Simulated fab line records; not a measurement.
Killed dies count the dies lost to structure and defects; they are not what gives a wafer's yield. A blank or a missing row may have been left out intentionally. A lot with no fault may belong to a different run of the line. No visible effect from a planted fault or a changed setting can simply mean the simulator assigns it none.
fab line records | flow nandHarc
record: lots: 14 | wafers: 38 | lastDay: 33
route steps=1302 shown A_ZERO_WELL@401 A_ONON_D1@428 A_CHANNEL_HOLE_D1@451
lots untouched by any fault: they come from a run of this same line in which no faults occurred
startH: the number of hours between the record's first day and the start of the first shown wafer of the lot | waitH: hours elapsed since this lot's preceding step | " identical to the entry in the row above | L1.1+2: one row covering several wafers at once | - no value present, or no start provided | * or withheld: withheld | < > ~ a bound
route shown NAME@n: NAME is a module with steps in the file, n the number in the route of the first one | usual: mean and standard deviation over wafers with no fault | same: alike in all rows | chamber/n: place in a boat | sites: the reading at each site | _std_site: standard deviation across them | _edge_site: mean of outer sites minus mean of inner sites | radiusMm: how far each site lies from the wafer's centre | mask NAME#n: copy n | behind: the most recent tool/chamber to have shaped the wafer | hold: why the lot was held/for how many hours/how that ended | device: the transistor (n, p or np) that didn't switch | end of line: the same wafers' tests at the end of the route | step lacking rows: just its recipe | killed: dies that structure and defects cost at the first sort, which is not the same as the wafer's yield | map: dies across one wafer; x = killed, . = not, _ = none there
set.NAME: setting as actually run; set.NAME@STEP: the setting as run at that earlier step | model.NAME: the simulator's own value behind a step, which no gauge read
the route's steps for a sample of lots (tables are steps, rows are wafers)
services: the hour from which a tool's chamber was out of use, counted from the record's first day as startH (under 0 if before that day), plus the number of hours and why
== steps ==
step: NHARC_A_ZERO_WELL_CD_MEAS_10
recipe: targetCdNm: 2000 | landingEnergyEv: 500
usual: cdNm: 1999.5/1.3
lot.wafer | tool     | chamber | startH | waitH | cdNm
L984.1    | cdSem-03 | 0       | 136.50 | -     | 1998.9
L984.4    | "        | 0       | "      | "     | 2001.7
L984.6    | "        | 0       | "      | "     | 1999.0
L986.3    | cdSem-03 | 0       | 161.18 | -     | 1999.7
L986.5    | "        | 0       | "      | "     | 1998.7
L986.6    | "        | 0       | "      | "     | 1998.7
L987.2    | cdSem-01 | 0       | 175.67 | -     | 1999.0
L987.3    | "        | 0       | "      | "     | 1998.8
L987.4    | "        | 0       | "      | "     | 1998.4
L989.3    | cdSem-02 | 0       | 190.26 | -     | 1998.0
L989.4    | "        | 0       | "      | "     | 2000.2
L989.5    | "        | 0       | "      | "     | 1998.7
L990.1    | cdSem-01 | 0       | 195.61 | -     | 2000.1
L990.5    | "        | 0       | "      | "     | 2000.3
L990.6    | "        | 0       | "      | "     | 2001.6
L993.1    | cdSem-02 | 0       | 220.83 | -     | 1999.4
L993.4    | "        | 0       | "      | "     | 1999.5
L993.5    | "        | 0       | "      | "     | 2000.0
L992.3    | cdSem-03 | 0       | 222.05 | -     | 2001.4
L992.4    | "        | 0       | "      | "     | 2002.5
L992.6    | "        | 0       | "      | "     | 2000.6
L994.2    | cdSem-02 | 0       | 232.86 | -     | 1999.4
L994.3    | "        | 0       | "      | "     | 2000.0
L994.5    | "        | 0       | "      | "     | 2000.0
L995.1    | cdSem-01 | 0       | 245.35 | -     | 2000.8
L995.3    | "        | 0       | "      | "     | 2000.9
L995.4    | "        | 0       | "      | "     | 2000.5
L996.1    | cdSem-03 | 0       | 258.59 | -     | 1999.6
L996.3    | "        | 0       | "      | "     | 1998.5
L996.4    | "        | 0       | "      | "     | 2000.5
L100.1    | cdSem-01 | 0       | 301.18 | -     | 1997.2
L100.3    | "        | 0       | "      | "     | 1999.4
L100.5    | "        | 0       | "      | "     | 1999.1
L101.1    | cdSem-03 | 0       | 309.69 | -     | 1999.2
L102.3    | cdSem-02 | 0       | 318.61 | -     | 1997.4
L106.3    | cdSem-02 | 0       | 354.36 | -     | 1999.4
L106.4    | "        | 0       | "      | "     | 2000.9
L106.5    | "        | 0       | "      | "     | 1999.6
step: NHARC_A_ZERO_WELL_RTA_16
recipe: tempC: 1000 | timeS: 10
usual: lampPowerPct: 31.9/2.4 | wafer_temp_C_max: 1006.2/1.5
lot.wafer | tool         | chamber | startH | waitH | lampPowerPct | wafer_temp_C_max
L984.1    | rtpAnneal-01 | 0       | 137.77 | -     | 34.7         | 1007.1
L984.4    | "            | 0       | "      | "     | 34.7         | 1007.6
L984.6    | "            | 0       | "      | "     | 34.7         | 1006.2
L986.3    | rtpAnneal-02 | 0       | 162.53 | -     | 29.9         | 1006.5
L986.5    | "            | 0       | "      | "     | 29.8         | 1005.1
L986.6    | "            | 0       | "      | "     | 29.9         | 1004.5
L987.2    | rtpAnneal-02 | 0       | 176.97 | -     | 29.9         | 1006.5
L987.3    | "            | 0       | "      | "     | 29.8         | 1004.8
L987.4    | "            | 0       | "      | "     | 29.9         | 1004.5
L989.3    | rtpAnneal-01 | 0       | 191.58 | -     | 34.7         | 1006.9
L989.4    | "            | 0       | "      | "     | 34.7         | 1005.6
L989.5    | "            | 0       | "      | "     | 34.7         | 1007.3
L990.1    | rtpAnneal-01 | 0       | 197.05 | -     | 34.7         | 1011.0
L990.5    | "            | 0       | "      | "     | 34.8         | 1007.7
L990.6    | "            | 0       | "      | "     | 34.7         | 1006.6
L993.1    | rtpAnneal-02 | 0       | 222.09 | -     | 29.9         | 1005.4
L993.4    | "            | 0       | "      | "     | 29.9         | 1005.0
L993.5    | "            | 0       | "      | "     | 29.8         | 1005.5
L992.3    | rtpAnneal-01 | 0       | 223.45 | -     | 34.7         | 1008.2
L992.4    | "            | 0       | "      | "     | 34.8         | 1006.6
L992.6    | "            | 0       | "      | "     | 34.8         | 1007.3
L994.2    | rtpAnneal-02 | 0       | 234.17 | -     | 29.9         | 1004.6
L994.3    | "            | 0       | "      | "     | 29.9         | 1005.2
L994.5    | "            | 0       | "      | "     | 29.9         | 1005.3
L995.1    | rtpAnneal-02 | 0       | 246.70 | -     | 29.9         | 1006.7
L995.3    | "            | 0       | "      | "     | 29.8         | 1006.8
L995.4    | "            | 0       | "      | "     | 29.8         | 1005.5
L996.1    | rtpAnneal-01 | 0       | 259.89 | -     | 34.7         | 1006.9
L996.3    | "            | 0       | "      | "     | 34.7         | 1009.8
L996.4    | "            | 0       | "      | "     | 34.7         | 1006.9
L100.1    | rtpAnneal-01 | 0       | 302.44 | -     | 34.7         | 1009.1
L100.3    | "            | 0       | "      | "     | 34.7         | 1007.6
L100.5    | "            | 0       | "      | "     | 34.7         | 1004.2
L101.1    | rtpAnneal-01 | 0       | 311.00 | -     | 34.7         | 1007.3
L102.3    | rtpAnneal-02 | 0       | 319.96 | -     | 29.8         | 1006.1
L106.3    | rtpAnneal-01 | 0       | 355.67 | -     | 34.7         | 1011.1
L106.4    | "            | 0       | "      | "     | 34.7         | 1005.0
L106.5    | "            | 0       | "      | "     | 34.7         | 1006.8
step: NHARC_A_ONON_D1_DEP_06
recipe: targetThkA: 10000 | n2FlowSccm: 2750 | n2oFlowSccm: 2000 | nh3FlowSccm: 500 | sih4FlowSccm: 210 | tempC: 400
lot.wafer  | tool         | chamber | startH | waitH
L984.1+4+6 | pecvdOnon-02 | 0       | 159.78 | 0.1
L986.3+5+6 | pecvdOnon-01 | 0       | 184.22 | 0.2
L987.2+3+4 | pecvdOnon-03 | 0       | 199.77 | 0.1
L989.3+4+5 | pecvdOnon-03 | 0       | 213.92 | 0.2
L990.1+5+6 | pecvdOnon-03 | 0       | 221.67 | 0.1
L993.1+4+5 | pecvdOnon-03 | 0       | 243.59 | 0.1
L992.3+4+6 | pecvdOnon-01 | 0       | 243.71 | 0.2
L994.2+3+5 | pecvdOnon-02 | 0       | 256.13 | 0.1
L995.1+3+4 | pecvdOnon-03 | 0       | 268.03 | 0.1
L996.1+3+4 | pecvdOnon-03 | 0       | 281.56 | 0.1
L100.1+3+5 | pecvdOnon-02 | 0       | 323.70 | 0.1
L101.1     | pecvdOnon-02 | 0       | 334.65 | 0.1
L102.3     | pecvdOnon-02 | 0       | 344.31 | 0.2
L106.3+4+5 | pecvdOnon-01 | 0       | 377.16 | 0.2
step: NHARC_A_ONON_D1_THK_MEAS_08
recipe: thkMeasGauge: ellipsometry
usual: thkNm: 1001/8.6
lot.wafer | tool         | chamber | startH | waitH | hold                    | thkNm
L984.1    | filmMetro-02 | -       | 160.29 | -     | -                       | 997
L984.4    | "            | -       | "      | "     | -                       | 998
L984.6    | "            | -       | "      | "     | -                       | 996
L986.3    | filmMetro-01 | -       | 184.61 | -     | -                       | 978
L986.5    | "            | -       | "      | "     | -                       | 980
L986.6    | "            | -       | "      | "     | -                       | 978
L987.2    | filmMetro-02 | -       | 200.22 | -     | -                       | 992
L987.3    | "            | -       | "      | "     | -                       | 992
L987.4    | "            | -       | "      | "     | -                       | 992
L989.3    | filmMetro-01 | -       | 214.31 | -     | -                       | 1003
L989.4    | "            | -       | "      | "     | -                       | 1005
L989.5    | "            | -       | "      | "     | -                       | 1004
L990.1    | filmMetro-02 | -       | 222.18 | -     | -                       | 1000
L990.5    | "            | -       | "      | "     | -                       | 1000
L990.6    | "            | -       | "      | "     | -                       | 1000
L993.1    | filmMetro-02 | -       | 244.10 | -     | -                       | 985
L993.4    | "            | -       | "      | "     | -                       | 986
L993.5    | "            | -       | "      | "     | -                       | 987
L992.3    | filmMetro-01 | -       | 244.10 | -     | -                       | 994
L992.4    | "            | -       | "      | "     | -                       | 992
L992.6    | "            | -       | "      | "     | -                       | 994
L994.2    | filmMetro-02 | -       | 256.58 | -     | -                       | 1010
L994.3    | "            | -       | "      | "     | -                       | 1010
L994.5    | "            | -       | "      | "     | -                       | 1011
L995.1    | filmMetro-01 | -       | 268.54 | -     | -                       | 998
L995.3    | "            | -       | "      | "     | -                       | 998
L995.4    | "            | -       | "      | "     | -                       | 998
L996.1    | filmMetro-02 | -       | 282.07 | -     | -                       | 991
L996.3    | "            | -       | "      | "     | -                       | 994
L996.4    | "            | -       | "      | "     | -                       | 992
L100.1    | filmMetro-02 | -       | 324.21 | -     | -                       | 1008
L100.3    | "            | -       | "      | "     | -                       | 1010
L100.5    | "            | -       | "      | "     | -                       | 1008
L101.1    | filmMetro-02 | -       | 335.16 | -     | awaitDispo/0.2h/release | 1560
L101.1    | filmMetro-02 | -       | 335.33 | 0.2   | -                       | 1559
L102.3    | filmMetro-02 | -       | 344.71 | -     | awaitDispo/0.2h/release | 1561
L102.3    | filmMetro-02 | -       | 344.88 | 0.2   | -                       | 1560
L106.3    | filmMetro-01 | -       | 377.56 | -     | -                       | 1004
L106.4    | "            | -       | "      | "     | -                       | 1002
L106.5    | "            | -       | "      | "     | -                       | 1004
step: NHARC_A_CHANNEL_HOLE_D1_DEP_01
recipe: targetThkA: 1400 | targetThkNm: 140 | tempC: 400 | pressureTorr: 3.5 | flowSccm: 200 | rfW: 350 | material: SiON
usual: heaterPowerOuterW: 464/74 | heaterPowerW: 765/110
lot.wafer | tool     | chamber | startH | waitH | heaterPowerOuterW | heaterPowerW
L984.1    | pecvd-03 | 0       | 177.60 | 1.6   | 405               | 697
L984.4    | "        | 1       | "      | "     | 412               | 623
L984.6    | "        | 2       | "      | "     | 411               | 686
L986.3    | pecvd-01 | 2       | 199.06 | 1.0   | 563               | 853
L986.5    | "        | 1       | "      | "     | 510               | 854
L986.6    | "        | 0       | "      | "     | 445               | 756
L987.2    | pecvd-01 | 0       | 216.23 | 1.3   | 567               | 935
L987.3    | "        | 1       | "      | "     | 542               | 899
L987.4    | "        | 1       | "      | "     | 558               | 928
L989.3    | pecvd-03 | 2       | 230.10 | 1.1   | 389               | 670
L989.4    | "        | 1       | "      | "     | 330               | 560
L989.5    | "        | 2       | "      | "     | 401               | 669
L990.1    | pecvd-03 | 2       | 238.63 | 1.7   | 402               | 666
L990.5    | "        | 0       | "      | "     | 447               | 755
L990.6    | "        | 2       | "      | "     | 408               | 696
L993.1    | pecvd-03 | 2       | 262.67 | 1.6   | 329               | 590
L993.4    | "        | 2       | "      | "     | 335               | 615
L993.5    | "        | 1       | "      | "     | 384               | 629
L992.3    | pecvd-01 | 1       | 264.59 | 1.0   | 509               | 864
L992.4    | "        | 2       | "      | "     | 626               | 962
L992.6    | "        | 0       | "      | "     | 556               | 946
L994.3    | pecvd-03 | 0       | 274.61 | 1.0   | 446               | 754
L994.2    | "        | 1       | "      | "     | 330               | 570
L994.5    | "        | 0       | "      | "     | 446               | 757
L995.3    | pecvd-01 | 0       | 287.04 | 1.5   | 556               | 927
L995.1    | "        | 1       | "      | "     | 508               | 877
L995.4    | "        | 2       | "      | "     | 568               | 880
L996.3    | pecvd-01 | 1       | 296.65 | 1.0   | 433               | 769
L996.1    | "        | 2       | "      | "     | 686               | 996
L996.4    | "        | 0       | "      | "     | 545               | 904
L100.1    | pecvd-04 | 2       | 337.92 | 1.6   | 419               | 701
L100.3    | "        | 1       | "      | "     | 440               | 749
L100.5    | "        | 2       | "      | "     | 436               | 718
L106.3    | pecvd-04 | 1       | 394.83 | 1.2   | 448               | 795
L106.4    | "        | 1       | "      | "     | 466               | 788
L106.5    | "        | 0       | "      | "     | 427               | 729
== services ==
tool         | chamber | startH | hours | kind
pecvd-03     | -       | 114.08 | 1.2   | repair
pecvd-01     | -       | 130.00 | 13.0  | pm
pecvd-01     | 0       | 130.00 | 13.0  | ventCycle
pecvd-01     | 1       | 130.00 | 13.0  | ventCycle
pecvd-01     | 2       | 130.00 | 13.0  | ventCycle
pecvd-01     | 0       | 143.00 | -     | clean
pecvd-01     | 1       | 143.00 | -     | clean
pecvd-01     | 2       | 143.00 | -     | clean
pecvd-03     | -       | 144.87 | 1.1   | repair
pecvd-03     | -       | 154.86 | 0.2   | repair
pecvd-01     | -       | 182.27 | 14.2  | repair
pecvdOnon-02 | -       | 185.00 | 13.0  | pm
pecvd-03     | 1       | 188.74 | 7.0   | repair
pecvd-03     | -       | 203.71 | 13.0  | pm
pecvd-03     | 0       | 203.71 | 13.0  | ventCycle
pecvdOnon-03 | -       | 227.00 | 13.0  | pm
pecvd-04     | 1       | 246.56 | 2.6   | repair
pecvd-03     | 0       | 254.70 | 4.8   | repair
pecvd-04     | -       | 269.30 | 13.0  | pm
pecvdOnon-01 | -       | 269.41 | 13.0  | pm
pecvd-01     | -       | 311.00 | 13.0  | pm
pecvdOnon-02 | -       | 366.00 | 13.0  | pm
rtpAnneal-01 | -       | 372.00 | 12.0  | pm
pecvd-03     | -       | 384.71 | 13.0  | pm
== key ==
firstSign: step: NHARC_A_ONON_D1_THK_MEAS_08 | reading: visit | direction: added
effect: step: NHARC_A_ONON_D1_THK_MEAS_08 | reading: thkNm | direction: up | sigmas: 65 | usual: 1001 | struck: 1561
metAt NHARC_A_ONON_D1_DEP_06
struckLots L101,L102
struckWafers L101.1,L102.3
laterRowsLeftOut L101.1,L102.3
sortLeftOut L101.1,L102.3
testerLeftOut L101,L102
notActingAt NHARC_A_ZERO_WELL_CD_MEAS_10,NHARC_A_ZERO_WELL_RTA_16,NHARC_A_CHANNEL_HOLE_D1_DEP_01
onsetBetween 323.70 334.65
fault: kind: processParameterDrift | tool: pecvdOnon-02 | chamber: - | onsetH: 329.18 | steps: NHARC_A_ONON_D1_DEP_06 | channel: targetThkA | offset: * | shape: step | endH: 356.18 | scope: struckWafersOnly | actsIn: * | stated: *
testerLeftOut: of these lots the tester's yield and bins aren't shown, on N5 and GAA mostly nor the transistor test; their killed dies are dies lost to structure and defects alone, not to doping, threshold or leakage, so they don't give the yield
sortLeftOut: the simulated sort isn't trusted on such a fault, so these wafers' sort isn't shown, and their yield isn't known
laterRowsLeftOut: the simulator's readings of these wafers behind a module that went badly wrong aren't trusted and aren't shown, but for the sort
